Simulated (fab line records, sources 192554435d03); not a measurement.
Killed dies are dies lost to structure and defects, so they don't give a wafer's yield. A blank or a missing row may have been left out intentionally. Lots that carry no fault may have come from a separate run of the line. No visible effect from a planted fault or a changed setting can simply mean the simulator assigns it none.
Lot-split experiment / flow n5-finfet / 7 lots, 21 wafers read, on a route of 1938 steps

== ON THE SPLIT ==
At N5_SD_EPI_N_PEB_07 (peb time 60 s), the setting peb-temp-c was moved away from the recipe's 110 C on 8 of the 21 wafers read, by -3.0% to +2.4%. This setting was run at the recipe's value on the other wafers.

== FROM SPLIT TO READING: 1 step shown by the file between the two ==
- N5_SD_EPI_N_DEVELOP_08: develop time 30 s

== THE READING ==
cd-nm, in nm, at N5_SD_EPI_N_CD_MEAS_09 (target cd 120 nm). Fault-free wafers of this fab line usually give 120.7 nm, standard deviation 0.93 nm.

wafer=L077.1; tool, chamber at the split=litho-track-03, 0; peb-temp-c as run, C=110; against the recipe=recipe; cd-nm, nm=121.5; against lot-mates on the recipe=-
wafer=L077.4; tool, chamber at the split=litho-track-03, 0; peb-temp-c as run, C=110; against the recipe=recipe; cd-nm, nm=122.2; against lot-mates on the recipe=-
wafer=L077.5; tool, chamber at the split=litho-track-03, 0; peb-temp-c as run, C=108.3; against the recipe=-1.5%; cd-nm, nm=117.4; against lot-mates on the recipe=-4.4
wafer=L081.2; tool, chamber at the split=litho-track-05, 0; peb-temp-c as run, C=110; against the recipe=recipe; cd-nm, nm=118.8; against lot-mates on the recipe=-
wafer=L081.4; tool, chamber at the split=litho-track-05, 0; peb-temp-c as run, C=110; against the recipe=recipe; cd-nm, nm=118.0; against lot-mates on the recipe=-
wafer=L081.6; tool, chamber at the split=litho-track-05, 0; peb-temp-c as run, C=112.6; against the recipe=+2.4%; cd-nm, nm=126.0; against lot-mates on the recipe=+7.6
wafer=L083.2; tool, chamber at the split=litho-track-03, 0; peb-temp-c as run, C=107.3; against the recipe=-2.5%; cd-nm, nm=113.2; against lot-mates on the recipe=-8.5
wafer=L083.5; tool, chamber at the split=litho-track-03, 0; peb-temp-c as run, C=110; against the recipe=recipe; cd-nm, nm=121.7; against lot-mates on the recipe=-
wafer=L083.6; tool, chamber at the split=litho-track-03, 0; peb-temp-c as run, C=107.3; against the recipe=-2.5%; cd-nm, nm=113.3; against lot-mates on the recipe=-8.4
wafer=L084.2; tool, chamber at the split=litho-track-05, 0; peb-temp-c as run, C=112.3; against the recipe=+2.1%; cd-nm, nm=124.9; against lot-mates on the recipe=+4.8
wafer=L084.3; tool, chamber at the split=litho-track-05, 0; peb-temp-c as run, C=112.3; against the recipe=+2.1%; cd-nm, nm=126.0; against lot-mates on the recipe=+5.9
wafer=L084.4; tool, chamber at the split=litho-track-05, 0; peb-temp-c as run, C=110; against the recipe=recipe; cd-nm, nm=120.1; against lot-mates on the recipe=-
wafer=L086.3; tool, chamber at the split=litho-track-05, 0; peb-temp-c as run, C=110; against the recipe=recipe; cd-nm, nm=120.0; against lot-mates on the recipe=-
wafer=L086.4; tool, chamber at the split=litho-track-05, 0; peb-temp-c as run, C=110; against the recipe=recipe; cd-nm, nm=119.2; against lot-mates on the recipe=-
wafer=L086.5; tool, chamber at the split=litho-track-05, 0; peb-temp-c as run, C=110; against the recipe=recipe; cd-nm, nm=119.5; against lot-mates on the recipe=-
wafer=L089.1; tool, chamber at the split=litho-track-03, 0; peb-temp-c as run, C=110; against the recipe=recipe; cd-nm, nm=122.2; against lot-mates on the recipe=-
wafer=L089.5; tool, chamber at the split=litho-track-03, 0; peb-temp-c as run, C=110; against the recipe=recipe; cd-nm, nm=121.4; against lot-mates on the recipe=-
wafer=L089.6; tool, chamber at the split=litho-track-03, 0; peb-temp-c as run, C=110; against the recipe=recipe; cd-nm, nm=121.6; against lot-mates on the recipe=-
wafer=L097.1; tool, chamber at the split=litho-track-02, 0; peb-temp-c as run, C=106.7; against the recipe=-3.0%; cd-nm, nm=112.4; against lot-mates on the recipe=-7.8
wafer=L097.3; tool, chamber at the split=litho-track-02, 0; peb-temp-c as run, C=110; against the recipe=recipe; cd-nm, nm=120.2; against lot-mates on the recipe=-
wafer=L097.6; tool, chamber at the split=litho-track-02, 0; peb-temp-c as run, C=106.7; against the recipe=-3.0%; cd-nm, nm=112.4; against lot-mates on the recipe=-7.8

FIT RESULTS
A straight line over all 21 wafers: cd-nm changes by +2.6 nm for each +1% of peb-temp-c; r = +0.96; the points scatter about the line by 1.2 nm.
The same after taking each lot's own level away (the mean of its wafers on the recipe; 21 wafers): +2.89 nm for each +1%; r = +0.99; scatter 0.67 nm.
The reading moves by 8.7 nm for the largest change in peb-temp-c, on that fit.
From 118.40 to 121.85 nm: that is the span of the lots' own levels, equal to 3.7 times the standard deviation above.
Consequently the slope shifts little with the lot-to-lot level, the two slopes agreeing.
Check: -8.99 nm against its lot-mates is what the line predicts for one of the wafers moved furthest among these (-3.0%) when that wafer is left out of the fit. It came out at -7.8 nm against them.

== FURTHER SPLITS ON THESE WAFERS ==
Before the reading, these wafers also passed through other splits. Each is held against what the fit with the lots' levels taken away leaves over:
other split on the same wafers=N5_PMOS_HMC_CHANNEL_EPI_PEB_07 peb-temp-c; wafers away from the commonest value=5; r with cd-nm (lot level and that fit taken away)=-0.39
other split on the same wafers=N5_PMOS_HMC_CHANNEL_EPI_DEVELOP_08 develop-time-s; wafers away from the commonest value=6; r with cd-nm (lot level and that fit taken away)=-0.43
other split on the same wafers=N5_FIN_SAQP_PECVD_48 time-s; wafers away from the commonest value=10; r with cd-nm (lot level and that fit taken away)=-0.47
other split on the same wafers=N5_FIN_SAQP_PECVD_06 time-s; wafers away from the commonest value=3; r with cd-nm (lot level and that fit taken away)=-0.05
other split on the same wafers=N5_FIN_CUT_COAT_19 spin-rpm; wafers away from the commonest value=5; r with cd-nm (lot level and that fit taken away)=+0.08
other split on the same wafers=N5_DUMMY_GATE_DESCUM_20 time-s; wafers away from the commonest value=7; r with cd-nm (lot level and that fit taken away)=-0.05
other split on the same wafers=N5_DUMMY_GATE_ETCH_37 source-w; wafers away from the commonest value=6; r with cd-nm (lot level and that fit taken away)=-0.03

== THE WHOLE CHAIN: every reading that the file lists as answering this split, in the file's order ==
step=N5_SD_EPI_N_CD_MEAS_09; what it does=target cd 120 nm; reading=cd-nm; change (the file's fit)=+2.94 nm for each +1% of the setting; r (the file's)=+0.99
step=N5_SD_EPI_N_DESCUM_14; what it does=chemistry O2, time 7.9 s; reading=SD_EPI_N.cd-nm (the simulator's own value, which no gauge read); change (the file's fit)=+2.85 nm for each +1% of the setting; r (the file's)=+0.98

== THE FILE'S OWN FIT ==
cd-nm changes by +2.94 nm for each +1% of peb-temp-c, r = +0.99.
